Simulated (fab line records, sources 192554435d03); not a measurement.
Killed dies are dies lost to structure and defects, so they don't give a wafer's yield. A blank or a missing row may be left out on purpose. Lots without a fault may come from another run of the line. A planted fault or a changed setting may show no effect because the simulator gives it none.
fab line records | flow n5_finfet
record lots=24 wafers=72 last_day=18
route steps=1938 shown GATE_CUT@516 MOL_CONTACT_COAG@535
lots that met no fault: from a run of the same line without faults
start_h: hours from the record's first day to the start of the lot's first wafer shown | wait_h: hours since the lot's step before | " the same as in the row above | L1.1+2: a row that stands for several wafers | - no value, or no start given | * or withheld: withheld | < > ~ a bound
route shown NAME@n: a module of which the file shows steps, and the number in the route of the first | usual: mean/standard deviation of fault-free wafers | same: alike in all rows | chamber/n: place in a boat | sites: the reading at each site | _std_site: their standard deviation | _edge_site: outer sites' mean less inner sites' | radius_mm: how far each site lies from the wafer's centre | mask NAME#n: copy n | behind: the tool/chamber that last shaped the wafer | hold: why the lot was held/for how many hours/how that ended | device: the transistor (n, p or np) that didn't switch | end of line: the same wafers' tests at the end of the route | a step without rows: its recipe alone | killed: dies lost to structure and defects at the first sort, not the wafer's yield | map: a wafer's dies, x killed, . not, _ none there
set.NAME: the setting as run; set.NAME@STEP: as run at that earlier step | model.NAME: the simulator's own value behind a step, which no gauge read
steps of the route over a sample of lots; a table a step, a row a wafer
services: from which hour (start_h, from the record's first day; less than 0 if before it) a tool's chamber was out of use, for how many hours, and why
## steps
# step N5_GATE_CUT_INSPECT_26
# recipe inspect_instrument=darkfield mode=post_cmp
# usual raw_defect_count=35/15
# columns lot.wafer tool chamber start_h wait_h raw_defect_count
L074.2 defect_inspect-01 - 91.12 0.0 38
L074.5 " - " " 85
L074.6 " - " " 40
L075.2 defect_inspect-01 - 93.07 0.0 49
L075.3 " - " " 46
L075.5 " - " " 34
L076.1 defect_inspect-02 - 100.54 0.0 25
L076.2 " - " " 23
L076.5 " - " " 22
L077.1 defect_inspect-02 - 106.00 0.0 25
L077.2 " - " " 26
L077.5 " - " " 25
L078.1 defect_inspect-02 - 110.23 0.0 31
L078.4 " - " " 38
L078.6 " - " " 54
L079.2 defect_inspect-02 - 118.12 0.0 17
L079.3 " - " " 12
L079.4 " - " " 15
L080.1 defect_inspect-01 - 127.01 0.0 61
L080.3 " - " " 45
L080.4 " - " " 38
L081.2 defect_inspect-01 - 130.19 0.0 19
L081.5 " - " " 30
L081.6 " - " " 41
L082.1 defect_inspect-02 - 135.17 0.0 19
L082.5 " - " " 40
L082.6 " - " " 22
L083.1 defect_inspect-01 - 142.48 0.0 48
L083.3 " - " " 68
L083.4 " - " " 36
L084.1 defect_inspect-02 - 149.50 0.0 24
L084.3 " - " " 24
L084.6 " - " " 28
L085.1 defect_inspect-02 - 155.44 0.0 14
L085.3 " - " " 17
L085.6 " - " " 20
L086.3 defect_inspect-02 - 161.93 0.0 61
L086.4 " - " " 39
L086.5 " - " " 37
L087.1 defect_inspect-01 - 167.43 0.0 50
L087.4 " - " " 84
L087.5 " - " " 39
L088.1 defect_inspect-02 - 172.69 0.0 21
L088.3 " - " " 34
L088.6 " - " " 24
L089.1 defect_inspect-02 - 178.76 0.0 49
L089.3 " - " " 39
L089.5 " - " " 32
L090.2 defect_inspect-02 - 183.21 0.0 26
L090.4 " - " " 29
L090.6 " - " " 38
L091.1 defect_inspect-02 - 192.95 0.0 43
L091.5 " - " " 25
L091.6 " - " " 48
L092.4 defect_inspect-01 - 196.11 0.0 33
L092.5 " - " " 25
L092.6 " - " " 41
L093.2 defect_inspect-01 - 203.71 0.0 54
L093.4 " - " " 26
L093.5 " - " " 22
L094.2 defect_inspect-01 - 207.65 0.0 38
L094.4 " - " " 26
L094.6 " - " " 43
L095.1 defect_inspect-02 - 210.22 0.0 18
L095.4 " - " " 34
L095.5 " - " " 30
L096.2 defect_inspect-02 - 221.96 0.0 33
L096.4 " - " " 61
L096.6 " - " " 44
L097.4 defect_inspect-01 - 227.26 0.0 29
L097.5 " - " " 19
L097.6 " - " " 35
# step N5_MOL_CONTACT_COAG_CONTACT_ETCH_14
# recipe chemistry=C4F6/O2 target=SiO2 target_depth_a=275 overetch_a=85 mask_material=SOC pressure_mtorr=30 source_w=370 bias_w=185 Ar_flow_sccm=300 C4F6_flow_sccm=16 O2_flow_sccm=10 time_s=20 ion_energy_ev=259.6
# usual bias_w=185.0/0.62 drypump_motor_current_A=5.9/0.56 mfc_ar_sccm=299.9/0.86 oes_product_au=0.66/0.07 rf_vpp_V=693/3.7 showerhead_plenum_p_Torr=2.91/0.11 throttle_valve_pct=21.23/0.25
# columns lot.wafer tool chamber start_h wait_h bias_w drypump_motor_current_A mfc_ar_sccm oes_product_au rf_hours_counter_h rf_vpp_V showerhead_plenum_p_Torr throttle_valve_pct
L074.2 rie_diel-05 0 91.72 0.0 183.9 5.6 301.3 0.60 213 696 2.98 21.59
L074.5 " 0 " " 184.1 5.6 300.2 0.60 - 695 2.98 21.59
L074.6 " 3 " " 184.5 6.3 297.2 0.62 - 687 2.74 21.17
L075.2 rie_diel-01 2 93.68 0.0 184.9 4.9 299.8 0.63 162 687 2.76 21.21
L075.3 " 3 " " 184.7 5.1 299.1 0.76 24 691 2.85 21.05
L075.5 " 0 " " 185.7 6.8 299.2 0.65 - 692 2.91 21.45
L076.1 rie_diel-05 3 101.41 0.0 184.5 6.2 299.8 0.61 207 687 2.74 21.17
L076.2 " 2 " " 185.6 5.6 300.3 0.63 164 696 3.01 21.55
L076.5 " 0 " " 185.3 5.6 299.2 0.60 - 696 2.98 21.57
L077.1 rie_diel-01 1 106.78 0.0 185.6 6.1 300.8 0.71 67 698 3.04 21.26
L077.2 " 2 " " 184.1 4.9 299.6 0.63 166 689 2.76 21.23
L077.5 " 3 " " 184.5 5.1 300.5 0.75 - 689 2.85 21.06
L078.1 rie_diel-02 3 110.95 0.0 185.8 6.0 299.0 0.82 10 699 3.08 21.34
L078.4 " 3 " " 185.3 6.0 299.0 0.82 - 699 3.08 21.36
L078.6 " 0 " " 184.2 6.2 298.8 0.62 - 696 2.97 20.90
L079.2 rie_diel-05 0 119.21 0.0 185.2 5.6 300.2 0.59 222 696 2.97 21.60
L079.3 " 1 " " 185.2 6.5 299.8 0.62 182 694 2.85 20.82
L079.4 " 2 " " 184.9 5.6 298.8 0.63 167 695 3.00 21.55
L080.1 rie_diel-01 0 127.84 0.0 185.8 6.8 298.8 0.65 148 692 2.90 21.45
L080.3 " 2 " " 185.1 4.9 299.6 0.62 173 689 2.76 21.22
L080.4 " 3 " " 185.8 5.1 299.9 0.74 35 690 2.85 21.08
L081.2 rie_diel-02 2 130.93 0.0 185.6 5.7 299.7 0.70 69 693 2.90 21.13
L081.5 " 3 " " 184.9 6.0 299.9 0.81 - 698 3.07 21.38
L081.6 " 2 " " 185.8 5.7 300.1 0.70 - 694 2.90 21.13
L082.1 rie_diel-01 3 136.06 0.0 185.4 5.1 299.5 0.73 38 691 2.84 21.08
L082.5 " 3 " " 185.4 5.1 300.7 0.74 - 690 2.84 21.09
L082.6 " 2 " " 185.3 4.9 300.5 0.62 - 688 2.76 21.23
L083.1 rie_diel-05 3 143.21 0.0 184.7 6.3 299.5 0.60 222 688 2.74 21.19
L083.3 " 0 " " 184.9 5.6 298.6 0.59 230 696 2.97 21.61
L083.4 " 2 " " 184.4 5.5 299.6 0.62 175 698 3.00 21.56
L084.1 rie_diel-01 1 150.10 0.0 185.4 6.1 300.6 0.71 82 698 3.03 21.27
L084.3 " 2 " " 184.5 4.9 301.5 0.61 182 686 2.75 21.23
L084.6 " 2 " " 185.8 4.9 299.7 0.62 - 689 2.75 21.23
L085.1 rie_diel-01 2 156.17 0.0 183.9 4.9 300.8 0.62 184 689 2.75 21.22
L085.3 " 3 " " 185.1 5.1 300.0 0.72 45 691 2.84 21.08
L085.6 " 0 " " 185.8 6.8 299.7 0.64 - 692 2.90 21.48
L086.3 rie_diel-01 1 162.54 0.0 185.1 6.1 299.9 0.70 87 697 3.03 21.27
L086.4 " 2 " " 185.4 4.9 299.5 0.61 187 689 2.75 21.24
L086.5 " 2 " " 186.1 4.9 298.8 0.62 - 688 2.75 21.25
L087.1 rie_diel-05 3 168.03 0.0 184.7 6.2 300.9 0.60 228 687 2.73 21.19
L087.4 " 2 " " 184.6 5.6 300.3 0.61 182 696 3.00 21.57
L087.5 " 2 " " 184.8 5.6 302.0 0.61 - 695 3.00 21.56
L088.1 rie_diel-02 0 173.42 0.0 183.9 6.2 300.0 0.60 203 696 2.96 20.94
L088.3 " 3 " " 187.0 6.0 300.2 0.77 32 698 3.07 21.40
L088.6 " 1 " " 185.4 6.5 300.6 0.78 - 700 3.05 20.85
L089.1 rie_diel-02 0 179.88 0.0 183.8 6.2 299.5 0.60 205 697 2.96 20.95
L089.3 " 1 " " 184.6 6.5 300.1 0.78 21 699 3.05 20.86
L089.5 " 1 " " 185.0 6.6 300.1 0.78 - 699 3.05 20.85
L090.2 rie_diel-05 0 183.82 0.0 184.8 5.6 298.2 0.58 244 696 2.96 21.64
L090.4 " 3 " " 184.5 6.2 300.8 0.59 236 690 2.73 21.21
L090.6 " 0 " " 184.9 5.6 299.0 0.58 - 695 2.96 21.63
L091.1 rie_diel-05 2 193.57 0.0 184.7 5.6 300.8 0.61 191 695 2.99 21.59
L091.5 " 0 " " 184.0 5.6 301.2 0.58 - 694 2.96 21.65
L091.6 " 3 " " 185.4 6.2 300.9 0.59 - 686 2.73 21.22
L092.4 rie_diel-05 2 196.71 0.0 186.5 5.6 299.6 0.61 193 696 2.99 21.57
L092.5 " 0 " " 184.9 5.6 301.1 0.58 - 694 2.96 21.62
L092.6 " 3 " " 184.9 6.2 300.2 0.60 - 688 2.73 21.20
L093.2 rie_diel-02 3 204.31 0.0 183.9 5.9 299.4 0.75 41 698 3.06 21.41
L093.4 " 2 " " 184.8 5.7 298.2 0.68 96 694 2.88 21.16
L093.5 " 1 " " 184.9 6.5 300.3 0.77 - 698 3.04 20.88
L094.2 rie_diel-02 3 208.38 0.0 186.0 6.0 299.6 0.75 42 698 3.06 21.40
L094.4 " 2 " " 186.2 5.7 299.5 0.67 97 692 2.88 21.17
L094.6 " 2 " " 186.4 5.7 299.0 0.68 - 694 2.88 21.16
L095.1 rie_diel-05 3 210.99 0.0 184.9 6.2 298.7 0.59 245 688 2.73 21.22
L095.4 " 1 " " 184.5 6.5 299.7 0.60 - 690 2.84 20.86
L095.5 " 2 " " 184.7 5.6 297.6 0.60 - 697 2.99 21.59
L096.2 rie_diel-01 2 222.92 0.0 184.2 4.9 301.5 0.60 208 689 2.74 21.27
L096.4 " 1 " " 184.9 6.1 299.7 0.68 108 696 3.02 21.31
L096.6 " 0 " " 184.9 6.8 299.8 0.62 - 692 2.89 21.51
L097.4 rie_diel-05 0 227.87 0.0 183.6 5.6 300.0 0.86 - 695 2.96 21.33
L097.5 " 2 " " 185.5 5.6 299.4 0.60 - 696 2.98 21.60
L097.6 " 1 " " 184.4 6.5 299.8 0.59 - 692 2.83 20.86
# step N5_MOL_CONTACT_COAG_SPUTTER_143
# recipe material=Co target_thk_a=25 temp_c=25 chamber_pressure_pa=0.2
# usual throttle_valve_pct=30.2/1
# columns lot.wafer tool chamber start_h wait_h throttle_valve_pct
L074.2 pvd_sputter-01 - 93.79 0.0 30.7
L074.5 " - " " 30.9
L074.6 " - " " 30.0
L075.2 pvd_sputter-01 - 97.33 0.0 31.1
L075.3 " - " " 29.9
L075.5 " - " " 30.6
L076.1 pvd_sputter-03 - 104.39 0.0 30.7
L076.2 " - " " 29.9
L076.5 " - " " 31.7
L077.1 pvd_sputter-03 - 108.71 0.0 29.9
L077.2 " - " " 29.2
L077.5 " - " " 30.6
L078.1 pvd_sputter-01 - 114.77 0.0 30.4
L078.4 " - " " 29.5
L078.6 " - " " 29.7
L079.2 pvd_sputter-03 - 122.81 0.0 29.2
L079.3 " - " " 29.9
L079.4 " - " " 31.7
L080.1 pvd_sputter-02 - 130.76 0.0 28.1
L080.3 " - " " 31.6
L080.4 " - " " 29.5
L081.2 pvd_sputter-02 - 136.17 0.0 31.6
L081.5 " - " " 31.5
L081.6 " - " " 29.9
L082.1 pvd_sputter-02 - 138.41 0.0 31.6
L082.5 " - " " 30.0
L082.6 " - " " 31.3
L083.1 pvd_sputter-01 - 147.17 0.0 29.9
L083.3 " - " " 30.4
L083.4 " - " " 31.0
L084.1 pvd_sputter-02 - 153.68 0.0 28.0
L084.3 " - " " 29.6
L084.6 " - " " 28.4
L085.1 pvd_sputter-02 - 157.80 0.0 28.1
L085.3 " - " " 31.7
L085.6 " - " " 31.4
L086.3 pvd_sputter-02 - 165.03 0.0 27.8
L086.4 " - " " 31.4
L086.5 " - " " 29.9
L087.1 pvd_sputter-03 - 170.35 0.0 29.8
L087.4 " - " " 31.6
L087.5 " - " " 29.1
L088.1 pvd_sputter-03 - 175.98 0.0 31.8
L088.3 " - " " 29.9
L088.6 " - " " 30.0
L089.1 pvd_sputter-03 - 182.25 0.0 31.6
L089.3 " - " " 29.0
L089.5 " - " " 29.0
L090.2 pvd_sputter-01 - 188.33 0.0 30.5
L090.4 " - " " 29.9
L090.6 " - " " 30.9
L091.1 pvd_sputter-02 - 197.27 0.0 29.4
L091.5 " - " " 30.0
L091.6 " - " " 27.8
L092.4 pvd_sputter-01 - 200.52 0.0 29.7
L092.5 " - " " 29.5
L092.6 " - " " 30.4
L093.2 pvd_sputter-02 - 206.17 0.0 30.1
L093.4 " - " " 31.6
L093.5 " - " " 30.1
L094.2 pvd_sputter-03 - 211.70 0.0 29.2
L094.4 " - " " 31.9
L094.6 " - " " 29.8
L095.1 pvd_sputter-01 - 212.79 0.0 29.4
L095.4 " - " " 29.9
L095.5 " - " " 29.7
L096.2 pvd_sputter-03 - 225.62 0.0 31.7
L096.4 " - " " 30.7
L096.6 " - " " 31.7
L097.4 pvd_sputter-01 - 229.65 0.0 30.2
L097.5 " - " " 29.4
L097.6 " - " " 31.1
# step N5_MOL_CONTACT_COAG_CMP_28
# recipe stop_on=SiNx t_overpolish_s=0.85 post_cmp_clean=alkaline_brush down_force_psi=4.15 platen_rpm=51.8 pad_velocity_m_s=1.0307 target_thk_nm=14.522
# usual motor_current_A=12.9/1.2 time_to_endpoint_s=4.9/2.3
# same t_overpolish_s=0.85
# columns lot.wafer tool chamber start_h wait_h motor_current_A time_to_endpoint_s
L074.2 cmp-03 1 99.55 0.9 14.1 0.0
L074.5 " 1 " " 13.5 0.0
L074.6 " 2 " " 13.2 5.8
L075.2 cmp-01 3 101.86 0.8 11.5 8.2
L075.3 " 1 " " 13.1 3.5
L075.5 " 3 " " 12.8 6.5
L076.1 cmp-03 2 111.04 0.9 12.6 5.4
L076.2 " 3 " " 14.6 4.0
L076.5 " 0 " " 11.5 10.5
L077.1 cmp-01 0 115.75 0.8 12.2 6.8
L077.2 " 3 " " 12.9 7.4
L077.5 " 0 " " 11.9 5.7
L078.1 cmp-03 0 121.23 0.8 11.6 4.9
L078.4 " 1 " " 13.7 2.7
L078.6 " 0 " " 10.8 9.6
L079.3 cmp-03 0 129.82 0.8 10.8 5.0
L079.2 " 2 " " 12.3 5.5
L079.4 " 3 " " 14.3 2.6
L080.1 cmp-03 1 138.52 0.8 13.8 2.2
L080.3 " 2 " " 12.7 6.2
L080.4 " 3 " " 13.9 4.4
L081.2 cmp-03 1 141.52 0.9 13.9 2.7
L081.6 " 2 " " 12.8 4.3
L081.5 " 3 " " 13.7 0.3
L082.1 cmp-01 0 143.06 0.8 12.3 4.3
L082.6 " 0 " " 11.8 5.3
L082.5 " 1 " " 13.6 4.3
L083.4 cmp-01 0 151.54 0.8 12.2 5.2
L083.3 " 2 " " 11.9 2.1
L083.1 " 3 " " 13.3 8.6
L084.3 cmp-01 2 158.30 0.8 11.9 4.5
L084.1 " 3 " " 12.3 9.2
L084.6 " 1 " " 14.0 6.1
L085.3 cmp-01 2 163.38 0.8 11.6 4.5
L085.1 " 0 " " 12.1 8.1
L085.6 " 3 " " 12.1 8.4
L086.3 cmp-03 1 172.12 0.8 13.9 3.8
L086.4 " 3 " " 14.2 4.4
L086.5 " 2 " " 12.9 7.6
L087.4 cmp-01 3 175.34 0.8 12.9 6.6
L087.1 " 2 " " 12.1 1.6
L087.5 " 0 " " 12.7 7.5
L088.3 cmp-01 0 181.81 0.8 12.3 6.4
L088.1 " 2 " " 12.5 4.3
L088.6 " 0 " " 12.1 6.4
L089.3 cmp-03 3 190.15 0.8 13.8 3.0
L089.1 " 1 " " 14.5 4.1
L089.5 " 2 " " 13.1 5.3
L090.2 cmp-03 3 194.39 0.8 13.9 3.8
L090.4 " 0 " " 11.0 6.4
L090.6 " 3 " " 14.4 3.4
L091.1 cmp-03 3 202.35 0.8 13.8 3.3
L091.5 " 3 " " 13.9 2.6
L091.6 " 0 " " 11.7 8.0
L092.4 cmp-03 2 205.37 0.8 12.4 7.9
L092.5 " 1 " " 14.2 6.2
L092.6 " 2 " " 12.6 6.0
L093.2 cmp-03 3 211.58 0.9 13.3 3.7
L093.4 " 0 " " 11.5 7.8
L093.5 " 2 " " 12.8 6.1
L094.2 cmp-03 3 217.03 0.8 13.7 2.4
L094.4 " 2 " " 13.0 6.4
L094.6 " 0 " " 11.8 6.8
L095.1 cmp-04 1 219.00 0.8 12.8 3.4
L095.4 " 0 " " 12.2 0.0
L095.5 " 1 " " 12.2 4.6
L096.2 cmp-04 0 231.90 0.8 12.2 1.3
L096.4 " 2 " " 12.0 2.6
L096.6 " 3 " " 15.6 2.7
L097.4 cmp-04 1 237.20 0.9 12.5 6.4
L097.6 " 3 " " 16.2 6.5
L097.5 " 0 " " 12.0 2.5
# step N5_MOL_CONTACT_COAG_OVL_MEAS_85
# recipe points_per_wafer=522
# usual VG_OVL=0.1/0.84
# columns lot.wafer tool chamber start_h wait_h VG_OVL[nm]
L074.2 overlay-02 0 100.76 0.0 -0.1
L074.5 " 0 " " 0.2
L074.6 " 0 " " -0.1
L075.2 overlay-01 0 103.03 0.0 0.1
L075.3 " 0 " " 1.3
L075.5 " 0 " " 1.8
L076.1 overlay-02 0 112.37 0.0 1.5
L076.2 " 0 " " 0.5
L076.5 " 0 " " 2.1
L077.1 overlay-02 0 116.95 0.0 0.0
L077.2 " 0 " " 0.4
L077.5 " 0 " " -0.3
L078.1 overlay-02 0 122.39 0.0 -0.1
L078.4 " 0 " " -0.1
L078.6 " 0 " " 1.5
L079.2 overlay-02 0 131.03 0.0 -0.8
L079.3 " 0 " " 0.9
L079.4 " 0 " " 0.2
L080.1 overlay-01 0 140.18 0.0 0.3
L080.3 " 0 " " 1.0
L080.4 " 0 " " 0.0
L081.2 overlay-02 0 142.75 0.0 0.2
L081.5 " 0 " " 1.4
L081.6 " 0 " " 0.4
L082.1 overlay-01 0 144.64 0.0 2.0
L082.5 " 0 " " 1.2
L082.6 " 0 " " 1.3
L083.1 overlay-02 0 152.74 0.0 -0.2
L083.3 " 0 " " -0.2
L083.4 " 0 " " -1.8
L084.1 overlay-01 0 159.59 0.0 -0.4
L084.3 " 0 " " -0.8
L084.6 " 0 " " -0.5
L085.1 overlay-01 0 164.70 0.0 -1.0
L085.3 " 0 " " -0.9
L085.6 " 0 " " 0.3
L086.3 overlay-01 0 174.25 0.0 -0.8
L086.4 " 0 " " -0.3
L086.5 " 0 " " -1.1
L087.1 overlay-02 0 176.54 0.0 0.2
L087.4 " 0 " " 1.4
L087.5 " 0 " " 0.2
L088.1 overlay-02 0 182.97 0.0 0.8
L088.3 " 0 " " 0.8
L088.6 " 0 " " 0.8
L089.1 overlay-02 0 192.86 0.0 0.8
L089.3 " 0 " " -0.2
L089.5 " 0 " " 0.6
L090.2 overlay-01 0 195.61 0.0 -0.5
L090.4 " 0 " " -0.6
L090.6 " 0 " " -0.9
L091.1 overlay-02 0 203.69 0.0 0.3
L091.5 " 0 " " -0.5
L091.6 " 0 " " 0.0
L092.4 overlay-01 0 206.91 0.0 -1.8
L092.5 " 0 " " -2.7
L092.6 " 0 " " -0.8
L093.2 overlay-02 0 212.84 0.0 -0.6
L093.4 " 0 " " 0.0
L093.5 " 0 " " 0.4
L094.2 overlay-02 0 218.24 0.0 0.6
L094.4 " 0 " " 0.9
L094.6 " 0 " " 1.3
L095.1 overlay-01 0 220.20 0.0 0.5
L095.4 " 0 " " 1.3
L095.5 " 0 " " -0.3
L096.2 overlay-02 0 233.82 0.0 -1.6
L096.4 " 0 " " -0.4
L096.6 " 0 " " -0.8
L097.4 overlay-02 0 238.90 0.0 -0.1
L097.5 " 0 " " -0.6
L097.6 " 0 " " -0.4
# step N5_MOL_CONTACT_COAG_STRIP_119
# recipe chemistry=N2/H2 time_s=30 power_w=1000 temp_c=250 pressure_mtorr=withheld n2_flow_sccm=1750 h2_flow_sccm=3250
# usual drypump_motor_current_A=5.6/0.56 heater_power_w=313/15 temp_c=250.02/0.16
# columns lot.wafer tool chamber start_h wait_h drypump_motor_current_A heater_power_w rf_hours_counter_h temp_c
L074.2 plasma_asher-02 0 101.79 0.1 6.1 315 48 250.15
L074.5 " 1 " " 5.0 311 - 249.67
L074.6 " 0 " " 6.1 309 - 250.49
L075.2 plasma_asher-01 0 103.88 0.1 5.3 338 85 249.87
L075.3 " 1 " " 6.3 297 - 249.99
L075.5 " 1 " " 6.3 300 - 250.11
L076.1 plasma_asher-02 0 113.17 0.1 6.1 307 51 250.03
L076.2 " 1 " " 5.0 305 51 250.24
L076.5 " 1 " " 5.0 312 - 249.98
L077.1 plasma_asher-02 1 117.70 0.1 5.0 310 51 249.97
L077.2 " 0 " " 6.1 318 51 249.96
L077.5 " 1 " " 5.0 300 - 249.93
L078.1 plasma_asher-02 1 123.15 0.1 4.9 306 52 249.75
L078.4 " 0 " " 6.1 310 - 249.92
L078.6 " 0 " " 6.1 316 - 249.93
L079.2 plasma_asher-02 1 131.87 0.1 4.9 310 54 249.97
L079.3 " 0 " " 6.1 310 - 250.02
L079.4 " 1 " " 5.0 305 - 250.03
L080.1 plasma_asher-01 1 141.31 0.1 6.3 299 94 249.84
L080.3 " 1 " " 6.3 296 - 250.09
L080.4 " 0 " " 5.3 342 - 249.97
L081.2 plasma_asher-01 0 143.53 0.1 5.3 352 94 249.99
L081.5 " 1 " " 6.3 301 - 249.84
L081.6 " 0 " " 5.3 340 - 250.25
L082.1 plasma_asher-01 0 145.41 0.1 5.3 339 94 249.75
L082.5 " 1 " " 6.3 304 - 250.19
L082.6 " 0 " " 5.3 345 - 249.87
L083.1 plasma_asher-01 0 153.49 0.1 5.3 348 96 249.91
L083.3 " 0 " " 5.3 346 - 250.16
L083.4 " 1 " " 6.3 284 - 249.98
L084.1 plasma_asher-02 0 160.34 0.1 6.1 310 59 250.21
L084.3 " 1 " " 4.9 306 - 250.15
L084.6 " 1 " " 4.9 305 - 250.01
L085.1 plasma_asher-02 1 165.46 0.1 4.9 307 60 250.40
L085.3 " 1 " " 5.0 306 - 250.28
L085.6 " 0 " " 6.1 314 - 250.02
L086.3 plasma_asher-01 0 175.23 0.1 5.3 335 - 250.23
L086.4 " 1 " " 6.3 298 - 249.89
L086.5 " 0 " " 5.3 337 - 249.97
L087.1 plasma_asher-02 0 177.33 0.1 6.1 311 63 249.83
L087.4 " 1 " " 5.0 295 - 249.92
L087.5 " 0 " " 6.0 308 - 249.92
L088.1 plasma_asher-02 0 183.78 0.1 6.1 300 64 249.73
L088.3 " 1 " " 5.0 304 - 250.02
L088.6 " 0 " " 6.1 309 - 250.22
L089.1 plasma_asher-02 0 193.62 0.1 6.1 308 66 250.04
L089.3 " 1 " " 4.9 311 - 249.71
L089.5 " 1 " " 5.0 301 - 250.17
L090.2 plasma_asher-01 0 196.76 0.1 5.3 340 105 250.01
L090.4 " 1 " " 6.3 298 - 249.91
L090.6 " 1 " " 6.3 300 - 250.15
L091.1 plasma_asher-02 0 205.50 0.1 6.1 312 69 249.91
L091.5 " 0 " " 6.1 311 - 250.01
L091.6 " 1 " " 5.0 309 - 250.05
L092.4 plasma_asher-02 1 207.66 0.1 5.0 309 - 250.39
L092.5 " 0 " " 6.1 309 - 250.13
L092.6 " 1 " " 5.0 314 - 250.25
L093.2 plasma_asher-01 0 213.76 0.1 5.3 340 108 249.95
L093.4 " 0 " " 5.3 340 - 249.88
L093.5 " 0 " " 5.3 338 - 250.10
L094.2 plasma_asher-02 0 219.01 0.1 6.1 307 72 249.97
L094.4 " 0 " " 6.1 313 - 249.89
L094.6 " 1 " " 5.0 311 - 250.18
L095.1 plasma_asher-01 0 221.11 0.1 5.3 338 109 249.82
L095.4 " 0 " " 5.3 344 - 250.14
L095.5 " 1 " " 6.3 293 - 250.05
L096.2 plasma_asher-02 1 234.67 0.1 5.0 309 75 250.04
L096.4 " 1 " " 5.0 314 - 249.78
L096.6 " 1 " " 4.9 306 - 249.87
L097.4 plasma_asher-02 0 239.71 0.0 6.1 311 - 250.05
L097.5 " 0 " " 6.1 305 - 249.94
L097.6 " 1 " " 4.9 302 - 249.79
## services
# columns tool chamber start_h hours kind
plasma_asher-01 - 70.16 2.8 pm
pvd_sputter-03 - 72.47 2.8 repair
cmp-03 - 74.08 5.6 pm
cmp-01 - 75.45 0.9 repair
cmp-01 - 84.11 1.6 repair
cmp-04 - 86.56 0.5 repair
cmp-01 - 89.03 4.0 pm
rie_diel-02 1 90.78 3.3 repair
cmp-04 - 92.34 4.0 pm
plasma_asher-02 - 104.20 2.8 pm
rie_diel-05 2 107.24 8.5 repair
cmp-03 - 109.62 1.0 repair
pvd_sputter-02 - 146.19 7.4 repair
cmp-04 - 159.07 7.2 repair
rie_diel-01 3 165.61 6.2 repair
cmp-01 - 168.40 1.6 repair
cmp-04 - 175.55 10.8 pm
cmp-04 - 194.07 0.7 repair
rie_diel-01 1 200.33 1.6 repair
rie_diel-05 0 203.00 - clean
cmp-04 - 208.17 5.1 repair
cmp-03 - 211.73 4.0 pm
cmp-03 - 215.73 - consumable_replace:conditioner
cmp-03 - 215.73 - consumable_replace:pad
## key
fault none
